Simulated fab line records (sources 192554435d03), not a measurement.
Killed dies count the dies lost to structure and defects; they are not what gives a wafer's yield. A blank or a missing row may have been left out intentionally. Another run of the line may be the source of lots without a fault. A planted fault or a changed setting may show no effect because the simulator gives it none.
A lot that was struck, set against a sound lot    flow n5-finfet    37 steps out of a route of 1938
Sound: the wafers L297.1, L297.3, L297.6. Struck: wafer L286.2 (left out: L286.1, L286.6 of the same lot, which were not struck); the cause appears at the end.
For every step that has rows: the tool of each side, followed by ch and its chambers, followed by its first start. Under that, the readings that differ: sound wafers    struck wafers    difference of the means    sigmas: that difference in standard deviations of wafers without a fault.
alike: same words and numbers on both sides, and readings whose means sit less than 2 such deviations apart. not compared: any withheld reading, any reading some wafer has no value for, any bound like >300 that may hide the same value, and any number with overlapping values for which the record gives no deviation.
A row with sigmas, a row that says differs or no value, or rows on one side alone: a step with any of these is where the two part. When numbers do not overlap yet have no deviation, they are printed without sigmas and do not part them. A reading that every wafer of one side lacks parts them only if that side has two wafers or more.

first, 8 steps without rows for these wafers: N5_MOL_CONTACT_COAG_PRECLEAN_138 (cleans in alkaline clean, time 60 s); N5_MOL_CONTACT_COAG_SRD_139 (time 30 s); N5_MOL_CONTACT_COAG_PRE_CLEAN_121; N5_MOL_CONTACT_COAG_CVD_140 (deposits W, target thk 66.5 nm, time 215 s); N5_MOL_CONTACT_COAG_PRECLEAN_127 (cleans in DIW, time 57.5 s); N5_MOL_CONTACT_COAG_SRD_128 (dry time 32 s); N5_MOL_CONTACT_COAG_CMP_52 (polishes, stops on SiO2, t overpolish 1.5 s, target thk 66.5 nm); N5_MOL_CONTACT_COAG_ANNEAL_112 (time 1800 s).
N5_BEOL_M0_SAQP_PECVD_00: deposits SiCN from 3MS/NH3, target thk 8 nm, time 14 s.
  sound on pecvd-04 ch 0,1,2, day 11 11:40; struck on pecvd-01 ch 1, day 8 15:37
reading                                          sound      struck  difference  sigmas
model.SiCN_of_BEOL_M0_SAQP_PECVD_00.thk-nm (nm)  8 7.8 8.2  6       -2          
  alike: showerhead-plenum-p-Torr, throttle-valve-pct
then, 25 steps without rows for these wafers: N5_BEOL_M0_SAQP_ILD_DEP_01 (deposits SiOC from DEMS/O2, target thk 45.419 nm, time 8.7 s); N5_BEOL_M0_SAQP_HM_DEP_02 (deposits TiN, target thk 12 nm); N5_BEOL_M0_SAQP_PECVD_03 (deposits SiCN from 3MS/NH3, target thk 12 nm, time 21.1 s); N5_BEOL_M0_SAQP_PECVD_96 (deposits a-Si from SiH4/He, target thk 45 nm, time 45.2 s); N5_BEOL_M0_SAQP_PECVD_97 (deposits SiNx from SiH4/NH3/N2, target thk 23 nm, time 19.9 s); N5_BEOL_M0_SAQP_PECVD_04 (deposits a-Si from SiH4/He, target thk 60 nm, time 60.2 s); N5_BEOL_M0_SAQP_HM_DEP_111 (deposits SiO2 from SiH4/N2O, target thk 12 nm, time 7.2 s); N5_BEOL_M0_SAQP_COAT_81 (time 60 s, resist thk 100 nm); N5_BEOL_M0_SAQP_COAT_82 (time 60 s, resist thk 30 nm); N5_BEOL_M0_SAQP_COAT_08 (resist thk 90 nm); N5_BEOL_M0_SAQP_EBR_10; N5_BEOL_M0_SAQP_SOFTBAKE_09 (time 60 s); N5_BEOL_M0_SAQP_EXPOSE_11 (exposes mask M0 CORE, target cd 42 nm); N5_BEOL_M0_SAQP_PEB_12 (peb time 60 s); N5_BEOL_M0_SAQP_DEVELOP_13 (develop time 30 s); N5_BEOL_M0_SAQP_DESCUM_19 (chemistry O2, time 7.9 s); N5_BEOL_M0_SAQP_ETCH_83 (etches SiARC in CF4, target depth 39 nm, time 65 s); N5_BEOL_M0_SAQP_ETCH_84 (etches SOC in N2/H2, target depth 100 nm, overetch 20 nm, time 150 s); N5_BEOL_M0_SAQP_STRIP_80 (strips in N2/H2); N5_BEOL_M0_SAQP_HM_OPEN_112 (chemistry CHF3/O2, target SiO2, stops on a-Si, target depth 12 nm, time 13.5 s); N5_BEOL_M0_SAQP_STRIP_113 (strips in CHF3/O2); N5_BEOL_M0_SAQP_MANDREL_ETCH_20 (etches a-Si in HBr/Cl2, stops on SiNx, target depth 60 nm, bt time 10 s, time 30 s); N5_BEOL_M0_SAQP_STRIP_86 (strips in N2/H2); N5_BEOL_M0_SAQP_STRIP_115 (strips in post etch residue remover, time 60 s); N5_BEOL_M0_SAQP_SRD_93 (time 30 s).
N5_BEOL_M0_ETCH_109: etches SiCN in CH3F/O2, target depth 8 nm, overetch 2.4 nm, time 27.4 s.
  sound on rie-diel-02 ch 0,3, day 11 22:50; struck on rie-diel-06 ch 2, day 8 23:47
reading                   sound              struck  difference  sigmas
model.etch.depth-nm (nm)  7.945 7.862 8.182  6.02    -1.98       
  alike: drypump-motor-current-A, oes-product-au, rf-vpp-V, showerhead-plenum-p-Torr, throttle-valve-pct
  not compared: rf-hours-counter-h
-- record jumps: 2 days separate the struck wafers' starts on either side; left off in module BEOL_M0, taken up again in module BEOL_M4, whose first shown step is the route's number 1111 --
N5_BEOL_M4_RC_MEAS_101:
  sound on prober-01 ch 0, day 13 23:21; struck on prober-01 ch 0, day 11 09:39
  alike: DIBL_N, DIBL_P, IOFF_N, IOFF_P, ION_N, ION_P, SS_N, SS_P, VT_N, VT_P
N5_PASSIVATION_PROBE_49:
  the record has rows for the sound wafers here (prober-01, day 18 07:49) and none for the struck ones

== WHERE THEY PART ==
At N5_PASSIVATION_PROBE_49 and nowhere else, as far as this record goes.

WHY: whatever the simulator had introduced
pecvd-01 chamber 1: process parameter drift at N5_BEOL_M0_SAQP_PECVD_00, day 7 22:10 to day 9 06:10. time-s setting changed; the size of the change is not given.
